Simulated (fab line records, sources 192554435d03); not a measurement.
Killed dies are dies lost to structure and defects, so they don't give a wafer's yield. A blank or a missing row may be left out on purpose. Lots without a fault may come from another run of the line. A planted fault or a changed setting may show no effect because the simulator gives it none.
Chamber matching | flow n5_finfet | N5_MOL_CONTACT_COAG_DESCUM_88 on rie_diel-03: 4 sister chambers
The step chemistry O2, time 7 s. 4 wafers are shown with their chamber, then 8 later ones without.

WAFERS WITH THEIR CHAMBER
wafer  | chamber | drypump_motor_current_A (A)
L085.2 | 1       | 5.2
L087.1 | 0       | 5.7
L087.6 | 2       | 5.3
L088.2 | 3       | 6.3

WAFERS WITHOUT THEIR CHAMBER
wafer  | drypump_motor_current_A (A)
L088.3 | 5.3
L088.5 | 5.3
L091.3 | 5.7
L091.5 | 6.4
L091.6 | 5.3
L093.1 | 6.3
L093.2 | 5.6
L093.4 | 5.2

WHICH CHAMBER EACH WENT THROUGH
wafer  | from the rows above     | in truth
L088.3 | can't be placed: 2 or 1 | 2
L088.5 | can't be placed: 2 or 1 | 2
L091.3 | 0                       | 0
L091.5 | 3                       | 3
L091.6 | can't be placed: 2 or 1 | 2
L093.1 | 3                       | 3
L093.2 | 0                       | 0
L093.4 | can't be placed: 1 or 2 | 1
Placed correctly: 4 of 8. Can't be placed from these rows: 4 (the true chamber is among the candidates in 4). Placed wrongly: 0.
How it was worked out, from the rows above alone: a wafer's distance from a chamber is the root of the sum, over the readings, of the square of ((its reading less the chamber's mean) divided by the reading's scatter). The wafer belongs to the nearest chamber; if the next one is less than 2 further off, it can't be placed. A chamber's mean is the mean of its shown wafers. The scatter: with one shown wafer a chamber, the root of the mean of the squares of how far each hidden wafer lies from its nearest shown one.
